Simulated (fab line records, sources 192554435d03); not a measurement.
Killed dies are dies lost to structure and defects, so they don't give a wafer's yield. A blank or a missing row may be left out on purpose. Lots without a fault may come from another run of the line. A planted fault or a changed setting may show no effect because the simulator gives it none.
Chamber matching | flow n5_finfet | N5_BEOL_M3_STRIP_36 on rie_diel-02: 4 sister chambers
The step strips in N2/H2. 20 wafers are shown with their chamber, then 10 later ones without.

WAFERS WITH THEIR CHAMBER
wafer  | chamber | drypump_motor_current_A (A) | showerhead_plenum_p_Torr (Torr) | throttle_valve_pct (%)
L074.1 | 1       | 5.67                        | 2.48                            | 23.6
L074.2 | 3       | 5.33                        | 2.43                            | 23.6
L074.5 | 2       | 5.84                        | 2.58                            | 22.9
L075.1 | 0       | 5.14                        | 2.61                            | 23.9
L075.2 | 1       | 5.68                        | 2.48                            | 23.6
L075.3 | 2       | 5.85                        | 2.58                            | 22.9
L080.4 | 3       | 5.35                        | 2.43                            | 23.6
L080.5 | 1       | 5.65                        | 2.47                            | 23.6
L080.6 | 0       | 5.12                        | 2.61                            | 23.9
L081.3 | 1       | 5.66                        | 2.47                            | 23.6
L081.4 | 2       | 5.85                        | 2.57                            | 23.0
L081.5 | 1       | 5.66                        | 2.47                            | 23.6
L085.1 | 2       | 5.86                        | 2.57                            | 23.0
L085.5 | 2       | 5.86                        | 2.57                            | 22.9
L085.6 | 3       | 5.35                        | 2.42                            | 23.6
L086.1 | 1       | 5.65                        | 2.47                            | 23.6
L086.2 | 0       | 5.11                        | 2.60                            | 24.0
L086.4 | 2       | 5.82                        | 2.57                            | 23.0
L087.1 | 0       | 5.12                        | 2.60                            | 23.9
L087.5 | 1       | 5.70                        | 2.47                            | 23.6

SIGNATURES (means of the wafers above)
reading                  | chamber 0 | chamber 1 | chamber 2 | chamber 3 | scatter within a chamber
drypump_motor_current_A  | 5.1225    | 5.6671    | 5.8467    | 5.3433    | 0.0154
showerhead_plenum_p_Torr | 2.6050    | 2.4729    | 2.5733    | 2.4267    | 0.00526
throttle_valve_pct       | 23.925    | 23.600    | 22.950    | 23.600    | 0.0375
Rule: a wafer's distance from a chamber is the root of the sum, over the readings, of the square of ((its reading less the chamber's mean) divided by the reading's scatter). The wafer belongs to the nearest chamber; if the next one is less than 2 further off, it can't be placed. The scatter: the root of (the sum of the squares of (reading less its chamber's mean) over the shown wafers, divided by (wafers less chambers)).

WAFERS WITHOUT THEIR CHAMBER
wafer  | drypump_motor_current_A (A) | showerhead_plenum_p_Torr (Torr) | throttle_valve_pct (%)
L087.6 | 5.10                        | 2.60                            | 23.9
L090.3 | 5.83                        | 2.56                            | 23.0
L090.5 | 5.85                        | 2.56                            | 23.0
L090.6 | 5.32                        | 2.42                            | 23.6
L094.1 | 5.68                        | 2.46                            | 23.6
L094.2 | 5.13                        | 2.60                            | 23.6
L094.6 | 5.85                        | 2.56                            | 23.0
L096.1 | 5.35                        | 2.41                            | 23.6
L096.4 | 5.81                        | 2.56                            | 23.0
L096.6 | 5.36                        | 2.41                            | 23.6

WHICH CHAMBER EACH WENT THROUGH
wafer  | from the rows above | in truth
L087.6 | 0                   | 0
L090.3 | 2                   | 2
L090.5 | 2                   | 2
L090.6 | 3                   | 3
L094.1 | 1                   | 1
L094.2 | 0                   | 0
L094.6 | 2                   | 2
L096.1 | 3                   | 3
L096.4 | 2                   | 2
L096.6 | 3                   | 3
Placed correctly: 10 of 10. Can't be placed from these rows: 0. Placed wrongly: 0.
